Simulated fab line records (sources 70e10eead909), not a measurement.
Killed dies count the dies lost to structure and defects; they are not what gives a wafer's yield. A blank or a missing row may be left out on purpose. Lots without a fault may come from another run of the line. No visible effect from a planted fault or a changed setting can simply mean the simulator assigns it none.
What tool caused it? -- flow nand harc -- 72 wafers from 24 lots sampled at 6 of the route's 1302 steps

== WHAT EACH GAUGE READ, for each wafer ==
Not one reading of a measure or inspect step in the record can be checked against a usual standard deviation.

== TOOL THAT RAN EACH LOT (tool first, then ch and the chambers of the sampled wafers, then the start) ==
lot,NHARC_A_STAIRCASE_ETCH_15,NHARC_A_STAIRCASE_ETCH_17,NHARC_A_STAIRCASE_TRIM_198,NHARC_A_STAIRCASE_ETCH_199,NHARC_A_STAIRCASE_ETCH_203,NHARC_A_STAIRCASE_TRIM_220
L074,"rie diel-09 ch 0,2, day 15 20:47 or earlier","rie diel-09 ch 0,1, day 15 20:47 or earlier","rie diel-01 ch 0,1,3, day 15 20:47 or earlier","rie diel-01 ch 0,1, day 15 20:47 or earlier","rie diel-01 ch 0,3, day 15 20:47 or earlier","rie diel-09 ch 1,3, day 15 20:47"
L075,"rie diel-09 ch 0,2,3, day 16 06:13 or earlier","rie diel-09 ch 0,2,3, day 16 06:13 or earlier","rie diel-09 ch 2,3, day 16 06:13 or earlier","rie diel-09 ch 2,3, day 16 06:13 or earlier","rie diel-09 ch 0,1,2, day 16 06:13 or earlier","rie diel-09 ch 0,1,3, day 16 06:13"
L078,"rie diel-06 ch 0,1,2, day 17 08:30 or earlier","rie diel-06 ch 0,1,3, day 17 08:30 or earlier","rie diel-09 ch 0,1,3, day 17 08:30 or earlier","rie diel-09 ch 1,2,3, day 17 08:30 or earlier","rie diel-09 ch 0,1,3, day 17 08:30 or earlier","rie diel-06 ch 0,1,3, day 17 08:30"
L077,"rie diel-06 ch 1,3, day 17 11:19 or earlier","rie diel-06 ch 1,3, day 17 11:19 or earlier","rie diel-06 ch 1,3, day 17 11:19 or earlier","rie diel-06 ch 0,1,2, day 17 11:19 or earlier","rie diel-06 ch 0,1,3, day 17 11:19 or earlier","rie diel-01 ch 0,1,3, day 17 11:19"
L076,"rie diel-06 ch 0,2,3, day 17 11:37 or earlier","rie diel-06 ch 0,2,3, day 17 11:37 or earlier","rie diel-01 ch 0,1,3, day 17 11:37 or earlier","rie diel-01 ch 2,3, day 17 11:37 or earlier","rie diel-01 ch 0,3, day 17 11:37 or earlier","rie diel-09 ch 1,2, day 17 11:37"
L079,"rie diel-01 ch 0,2, day 17 16:36 or earlier","rie diel-01 ch 0,2,3, day 17 16:36 or earlier","rie diel-01 ch 0,1,2, day 17 16:36 or earlier","rie diel-01 ch 0,2,3, day 17 16:36 or earlier","rie diel-01 ch 0,1,2, day 17 16:36 or earlier","rie diel-01 ch 0,3, day 17 16:36"
L080,"rie diel-01 ch 0,1, day 18 22:34 or earlier","rie diel-01 ch 1,2, day 18 22:34 or earlier","rie diel-09 ch 1,2, day 18 22:34 or earlier","rie diel-09 ch 1,2,3, day 18 22:34 or earlier","rie diel-09 ch 0,3, day 18 22:34 or earlier","rie diel-09 ch 0,1, day 18 22:34"
L081,"rie diel-01 ch 1,2,3, day 19 03:11 or earlier","rie diel-01 ch 0,2, day 19 03:11 or earlier","rie diel-09 ch 1,2,3, day 19 03:11 or earlier","rie diel-09 ch 1,2,3, day 19 03:11 or earlier","rie diel-09 ch 1,3, day 19 03:11 or earlier","rie diel-06 ch 1,2, day 19 03:11"
L082,"rie diel-01 ch 0,1,3, day 19 22:19 or earlier","rie diel-01 ch 1,2,3, day 19 22:19 or earlier","rie diel-09 ch 1,3, day 19 22:19","rie diel-09 ch 1,2,3, day 20 02:07 or earlier","rie diel-09 ch 1,2,3, day 20 02:07 or earlier","rie diel-01 ch 0,2,3, day 20 02:07"
L083,"rie diel-06 ch 0,1, day 20 02:02 or earlier","rie diel-06 ch 0,3, day 20 02:02 or earlier","rie diel-01 ch 0,3, day 20 02:02 or earlier","rie diel-01 ch 0,1,3, day 20 02:02 or earlier","rie diel-01 ch 0,1,3, day 20 02:02 or earlier","rie diel-01 ch 0,1,3, day 20 02:02"
L085,"rie diel-01 ch 1,2, day 20 12:01 or earlier","rie diel-01 ch 0,1,2, day 20 12:01 or earlier","rie diel-01 ch 2,3, day 20 12:01 or earlier","rie diel-01 ch 0,2, day 20 12:01 or earlier","rie diel-01 ch 0,1, day 20 12:01 or earlier","rie diel-01 ch 0,2, day 20 12:01"
L084,"rie diel-09 ch 1,2,3, day 20 12:13 or earlier","rie diel-09 ch 1,2,3, day 20 12:13 or earlier","rie diel-01 ch 0,2,3, day 20 12:13 or earlier","rie diel-01 ch 2,3, day 20 12:13 or earlier","rie diel-01 ch 0,3, day 20 12:13 or earlier","rie diel-06 ch 0,1,3, day 20 12:13"
L087,"rie diel-09 ch 1,2,3, day 21 01:54 or earlier","rie diel-09 ch 0,1,3, day 21 01:54 or earlier","rie diel-06 ch 0,2,3, day 21 01:54 or earlier","rie diel-06 ch 1,2,3, day 21 01:54 or earlier","rie diel-06 ch 0,2,3, day 21 01:54 or earlier","rie diel-09 ch 0,1,2, day 21 01:54"
L086,"rie diel-01 ch 0,1,2, day 21 02:07 or earlier","rie diel-01 ch 0,1, day 21 02:07 or earlier","rie diel-06 ch 2,3, day 21 02:07 or earlier","rie diel-06 ch 1,2,3, day 21 02:07 or earlier","rie diel-06 ch 0,3, day 21 02:07 or earlier","rie diel-01 ch 1,2,3, day 21 02:07"
L089,"rie diel-01 ch 1,2,3, day 22 11:32 or earlier","rie diel-01 ch 1,2, day 22 11:32 or earlier","rie diel-01 ch 0,1,3, day 22 11:32 or earlier","rie diel-01 ch 1,2, day 22 11:32 or earlier","rie diel-01 ch 0,1,2, day 22 11:32 or earlier","rie diel-09 ch 0,2,3, day 22 11:32"
L088,"rie diel-06 ch 0,1,2, day 22 12:11 or earlier","rie diel-06 ch 2,3, day 22 12:11 or earlier","rie diel-06 ch 1,2,3, day 22 12:11 or earlier","rie diel-06 ch 1,2, day 22 12:11 or earlier","rie diel-06 ch 0,1,3, day 22 12:11 or earlier","rie diel-01 ch 0,1,2, day 22 12:11"
L090,"rie diel-06 ch 0,1,3, day 23 02:05 or earlier","rie diel-06 ch 0,2,3, day 23 02:05 or earlier","rie diel-09 ch 0,1,3, day 23 02:05 or earlier","rie diel-09 ch 1,2,3, day 23 02:05 or earlier","rie diel-09 ch 0,1,2, day 23 02:05 or earlier","rie diel-09 ch 0,2,3, day 23 02:05"
L091,"rie diel-01 ch 0,1,2, day 23 01:53 or earlier","rie diel-01 ch 0,1,2, day 23 01:53 or earlier","rie diel-01 ch 0,1,2, day 23 01:53 or earlier","rie diel-01 ch 0,1,3, day 23 01:53 or earlier","rie diel-01 ch 0,1,2, day 23 01:53 or earlier","rie diel-06 ch 0,1,2, day 23 01:53"
L092,"rie diel-01 ch 0,1, day 23 07:44 or earlier","rie diel-01 ch 0,2,3, day 23 07:44 or earlier","rie diel-01 ch 0,3, day 23 07:44 or earlier","rie diel-01 ch 1,3, day 23 07:44 or earlier","rie diel-01 ch 0,1,2, day 23 07:44 or earlier","rie diel-01 ch 1,3, day 23 07:44"
L093,"rie diel-01 ch 0,2,3, day 23 23:46 or earlier","rie diel-01 ch 0,3, day 23 23:46 or earlier","rie diel-01 ch 0,1,2, day 23 23:46 or earlier","rie diel-01 ch 0,1,2, day 23 23:46 or earlier","rie diel-01 ch 0,1,3, day 23 23:46 or earlier","rie diel-01 ch 0,1,3, day 23 23:46"
L095,"rie diel-06 ch 1,2,3, day 24 22:39 or earlier","rie diel-06 ch 0,2,3, day 24 22:39 or earlier","rie diel-01 ch 0,1,2, day 24 22:39 or earlier","rie diel-01 ch 1,2,3, day 24 22:39 or earlier","rie diel-01 ch 0,1,2, day 24 22:39 or earlier","rie diel-06 ch 0,1,3, day 24 22:39"
L094,"rie diel-01 ch 0,1, day 24 23:14 or earlier","rie diel-01 ch 0,1, day 24 23:14 or earlier","rie diel-06 ch 0,2, day 24 23:14 or earlier","rie diel-06 ch 0,3, day 24 23:14 or earlier","rie diel-06 ch 1,2,3, day 24 23:14 or earlier","rie diel-09 ch 0,1,2, day 24 23:14"
L096,"rie diel-09 ch 0,2,3, day 25 04:59 or earlier","rie diel-09 ch 2,3, day 25 04:59 or earlier","rie diel-06 ch 0,2, day 25 04:59 or earlier","rie diel-06 ch 0,1,3, day 25 04:59 or earlier","rie diel-06 ch 0,1,3, day 25 04:59 or earlier","rie diel-01 ch 0,2,3, day 25 04:59"
L097,"rie diel-01 ch 1,2, day 25 19:33 or earlier","rie diel-01 ch 0,1,2, day 25 19:33 or earlier","rie diel-01 ch 0,2,3, day 25 19:33 or earlier","rie diel-01 ch 1,3, day 25 19:33 or earlier","rie diel-01 ch 0,1,3, day 25 19:33 or earlier","rie diel-09 ch 0,1, day 25 19:33"
- NHARC_A_STAIRCASE_ETCH_15: etches the open film in C4F8/O2, target depth 100 nm, time 40.5 s.
- NHARC_A_STAIRCASE_ETCH_17: etches the open film in C4F8/O2, target depth 100 nm, time 40.5 s.
- NHARC_A_STAIRCASE_TRIM_198: chemistry O2, time 211.2 s.
- NHARC_A_STAIRCASE_ETCH_199: etches the open film in C4F8/O2, target depth 100 nm, time 40.5 s.
- NHARC_A_STAIRCASE_ETCH_203: etches the open film in C4F8/O2, target depth 100 nm, time 40.5 s.
- NHARC_A_STAIRCASE_TRIM_220: chemistry O2, time 211.2 s.

== WHAT THE TOOLS THEMSELVES READ (means of the sampled wafers that have a number; where no wafer has one, the mark that the record gives instead) ==
NHARC_A_STAIRCASE_ETCH_15.
lot,tool,oes product au (a.u.),rf vpp V (V)
L074,rie diel-09,0.943,893
L075,rie diel-09,0.928,895
L078,rie diel-06,0.950,897
L077,rie diel-06,0.941,893
L076,rie diel-06,0.940,894
L079,rie diel-01,0.939,892
L080,rie diel-01,0.948,897
L081,rie diel-01,0.932,892
L082,rie diel-01,0.949,895
L083,rie diel-06,0.954,896
L085,rie diel-01,0.943,892
L084,rie diel-09,0.927,894
L087,rie diel-09,0.945,895
L086,rie diel-01,0.949,895
L089,rie diel-01,0.946,891
L088,rie diel-06,0.962,897
L090,rie diel-06,0.956,894
L091,rie diel-01,0.948,893
L092,rie diel-01,0.933,896
L093,rie diel-01,0.933,890
L095,rie diel-06,0.944,895
L094,rie diel-01,0.949,895
L096,rie diel-09,0.942,893
L097,rie diel-01,0.955,894

NHARC_A_STAIRCASE_ETCH_17.
lot,tool,oes product au (a.u.),rf vpp V (V)
L074,rie diel-09,0.947,890
L075,rie diel-09,0.925,895
L078,rie diel-06,0.952,895
L077,rie diel-06,0.945,896
L076,rie diel-06,0.943,894
L079,rie diel-01,0.942,890
L080,rie diel-01,0.945,895
L081,rie diel-01,0.950,891
L082,rie diel-01,0.949,891
L083,rie diel-06,0.950,893
L085,rie diel-01,0.938,894
L084,rie diel-09,0.937,895
L087,rie diel-09,0.946,892
L086,rie diel-01,0.942,894
L089,rie diel-01,0.945,892
L088,rie diel-06,0.945,894
L090,rie diel-06,0.945,893
L091,rie diel-01,0.946,893
L092,rie diel-01,0.937,890
L093,rie diel-01,0.933,891
L095,rie diel-06,0.945,893
L094,rie diel-01,0.951,894
L096,rie diel-09,0.944,897
L097,rie diel-01,0.949,893

NHARC_A_STAIRCASE_TRIM_198.
lot,tool,drypump motor current A (A),mfc ar sccm (sccm),oes product au (a.u.),rf vpp V (V),showerhead plenum p Torr (Torr),throttle valve pct (%)
L074,rie diel-01,5.3,0.007,0.999,57.8,3.48,17.039
L075,rie diel-09,5.8,0.029,0.991,57.6,3.56,17.034
L078,rie diel-09,5.9,0.008,0.993,57.2,3.45,17.037
L077,rie diel-06,5.9,0.017,1.002,57.3,3.47,17.038
L076,rie diel-01,5.3,0.007,1.005,56.7,3.48,17.031
L079,rie diel-01,5.5,0.008,0.999,58.2,3.47,17.042
L080,rie diel-09,6.0,0.021,0.989,57.4,3.48,17.032
L081,rie diel-09,5.9,0.019,0.990,57.3,3.50,17.042
L082,rie diel-09,6.1,0.008,0.995,57.2,3.45,17.033
L083,rie diel-01,5.6,0.007,1.002,58.1,3.42,17.040
L085,rie diel-01,5.5,0.001,1.000,56.9,3.34,17.040
L084,rie diel-01,5.6,0.005,0.995,57.9,3.37,17.040
L087,rie diel-06,5.6,0.019,0.999,57.9,3.46,17.045
L086,rie diel-06,5.6,0.018,1.004,57.1,3.43,17.040
L089,rie diel-01,5.3,0.007,0.996,57.6,3.46,17.031
L088,rie diel-06,5.6,0.010,1.008,57.7,3.50,17.041
L090,rie diel-09,5.9,0.008,1.000,57.6,3.43,17.029
L091,rie diel-01,5.5,0.008,1.000,56.9,3.45,17.041
L092,rie diel-01,5.4,0.004,1.003,58.2,3.37,17.041
L093,rie diel-01,5.5,0.008,0.999,58.3,3.45,17.040
L095,rie diel-01,5.5,0.008,1.008,57.9,3.44,17.040
L094,rie diel-06,5.5,0.020,1.009,58.0,3.47,17.036
L096,rie diel-06,5.3,0.011,0.995,58.7,3.49,17.036
L097,rie diel-01,5.6,0.005,1.005,57.3,3.35,17.047

NHARC_A_STAIRCASE_ETCH_199.
lot,tool,oes product au (a.u.),rf vpp V (V)
L074,rie diel-01,0.932,897
L075,rie diel-09,0.947,897
L078,rie diel-09,0.933,895
L077,rie diel-06,0.944,897
L076,rie diel-01,0.942,889
L079,rie diel-01,0.953,892
L080,rie diel-09,0.940,896
L081,rie diel-09,0.949,894
L082,rie diel-09,0.918,896
L083,rie diel-01,0.963,894
L085,rie diel-01,0.931,890
L084,rie diel-01,0.931,888
L087,rie diel-06,0.938,896
L086,rie diel-06,0.945,894
L089,rie diel-01,0.947,894
L088,rie diel-06,0.948,896
L090,rie diel-09,0.944,895
L091,rie diel-01,0.951,894
L092,rie diel-01,0.939,894
L093,rie diel-01,0.949,893
L095,rie diel-01,0.959,892
L094,rie diel-06,0.957,892
L096,rie diel-06,0.946,893
L097,rie diel-01,0.934,895

NHARC_A_STAIRCASE_ETCH_203.
lot,tool,oes product au (a.u.),rf vpp V (V)
L074,rie diel-01,0.936,891
L075,rie diel-09,0.925,893
L078,rie diel-09,0.946,893
L077,rie diel-06,0.941,895
L076,rie diel-01,0.937,890
L079,rie diel-01,0.950,893
L080,rie diel-09,0.949,893
L081,rie diel-09,0.942,896
L082,rie diel-09,0.941,895
L083,rie diel-01,0.950,894
L085,rie diel-01,0.941,896
L084,rie diel-01,0.939,892
L087,rie diel-06,0.938,893
L086,rie diel-06,0.938,891
L089,rie diel-01,0.938,893
L088,rie diel-06,0.960,894
L090,rie diel-09,0.943,891
L091,rie diel-01,0.949,892
L092,rie diel-01,0.942,893
L093,rie diel-01,0.945,893
L095,rie diel-01,0.937,893
L094,rie diel-06,0.954,895
L096,rie diel-06,0.949,893
L097,rie diel-01,0.942,893

NHARC_A_STAIRCASE_TRIM_220.
lot,tool,drypump motor current A (A),mfc ar sccm (sccm),oes product au (a.u.),rf vpp V (V),showerhead plenum p Torr (Torr),throttle valve pct (%)
L074,rie diel-09,5.9,0.016,0.980,57.3,3.54,17.036
L075,rie diel-09,5.9,0.008,0.992,57.8,3.46,17.044
L078,rie diel-06,5.8,0.018,1.002,57.7,3.49,17.038
L077,rie diel-01,5.2,0.007,0.998,57.3,3.48,17.035
L076,rie diel-09,6.0,0.021,0.995,57.7,3.49,17.041
L079,rie diel-01,5.6,0.007,1.001,58.4,3.43,17.040
L080,rie diel-09,6.0,0.000,0.990,57.2,3.37,17.032
L081,rie diel-06,5.6,0.001,0.997,58.0,3.59,17.038
L082,rie diel-01,5.6,0.005,1.002,57.1,3.37,17.042
L083,rie diel-01,5.3,0.007,1.001,57.5,3.46,17.035
L085,rie diel-01,5.8,0.006,0.993,56.9,3.37,17.043
L084,rie diel-06,5.8,0.018,1.004,57.6,3.48,17.033
L087,rie diel-09,5.9,0.011,0.995,58.4,3.41,17.026
L086,rie diel-01,5.3,0.004,1.000,57.5,3.42,17.035
L089,rie diel-09,5.8,0.019,1.000,58.4,3.48,17.032
L088,rie diel-01,5.5,0.008,0.997,57.3,3.45,17.026
L090,rie diel-09,5.8,0.019,1.002,57.4,3.48,17.040
L091,rie diel-06,5.5,0.010,1.003,58.3,3.52,17.035
L092,rie diel-01,5.1,0.003,1.000,57.0,3.41,17.037
L093,rie diel-01,5.3,0.007,0.998,57.6,3.45,17.029
L095,rie diel-06,5.8,0.018,1.004,57.9,3.46,17.038
L094,rie diel-09,6.0,0.011,0.997,57.1,3.40,17.042
L096,rie diel-01,5.6,0.005,1.000,57.2,3.36,17.033
L097,rie diel-09,6.0,0.000,0.998,57.7,3.34,17.041

== THE ANSWER, worked out from the rows above alone ==
Rule: the lots themselves supply what counts as usual. Put in order of their means at a reading, lots are off if they are a third of the lots or fewer, leave a main group of 4 or more, and stand apart from it by a gap of 3 or more times the standard deviation of the main group's means; of several such gaps the widest counts. A main group whose means are all the same, to the digits that the tables above print for the reading, isn't used. Also off: a lot with no number at a reading for which 4 or more lots have one. Where the step has rows for the other lots, those lots are counted as sound. The gauges are gone through in route order, then the tools' own readings, and for those a lot's mean is taken as printed above. At the first step where some lot is off, the reading lying furthest off is the one used; lots without a number count as furthest.
No lot is off on any of the readings shown, so nothing can be concluded from this.

== WHAT THE SIMULATOR HAD PUT IN ==
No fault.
